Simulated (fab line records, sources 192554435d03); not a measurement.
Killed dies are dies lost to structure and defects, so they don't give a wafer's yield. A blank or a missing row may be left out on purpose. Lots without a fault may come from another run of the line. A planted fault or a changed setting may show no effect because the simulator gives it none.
One fault seen from 2 desks | flow n5_finfet | each desk has only its own numbers; what lay behind them comes last

THE TOOL OWNER'S DESK: rie_diel-06
The tool's own readings at N5_BEOL_M7_STRIP_67 (strips in CF4): means of the sampled wafers that have a number, for each lot that ran on this tool. A lot is out of limits, marked OUT, if its mean lies more than 4 standard deviations from the usual mean; the brackets give that distance.
Columns: A = drypump_motor_current_A at N5_BEOL_M7_STRIP_67, usual 5.7 A; B = oes_product_au at N5_BEOL_M7_STRIP_67, usual 0.79 a.u.; C = rf_vpp_V at N5_BEOL_M7_STRIP_67, usual 271.2 V; D = showerhead_plenum_p_Torr at N5_BEOL_M7_STRIP_67, usual 1.79 Torr; E = throttle_valve_pct at N5_BEOL_M7_STRIP_67, usual 13.59 %
lot  | first seen here | A   | B    | C     | D    | E
L629 | day 9 16:46     | 5.8 | 0.71 | 270.9 | 1.78 | 13.80
L641 | day 14 01:42    | 5.7 | 0.76 | 270.7 | 1.75 | 13.60
This desk's finding: nothing out of limits on any of the 2 lots.

THE DEFECT DESK
What the inspections along the route counted, lot by lot: means of the sampled wafers that have a number. A lot is out of limits, marked OUT, if its mean lies more than 4 standard deviations from the usual mean; the brackets give that distance.
Columns: A = raw_defect_count at N5_BEOL_M7_INSPECT_30, usual 413
lot  | first seen here | A
L629 | day 9 18:45     | 376
L641 | day 14 03:28    | 830 (+5.3) OUT
L647 | day 16 00:53    | 414
This desk's finding: out of limits on L641; first on L641, day 14 03:28 (raw_defect_count at N5_BEOL_M7_INSPECT_30). In limits: L629, L647.

PUT TOGETHER
The defect desk could have raised an alarm at day 14 03:28, on L641.
The tool owner's desk saw nothing out of limits.
The tool owner's desk has L641 on record, within its limits.
Of the lots named, all ran N5_BEOL_M7_STRIP_67 on rie_diel-06.

WHAT THE SIMULATOR HAD PUT IN
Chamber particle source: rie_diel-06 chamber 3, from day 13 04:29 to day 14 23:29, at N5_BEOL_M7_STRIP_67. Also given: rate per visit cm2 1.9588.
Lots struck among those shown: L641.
Hours from the fault's start to each desk's first reading out of limits: the defect desk, 23.
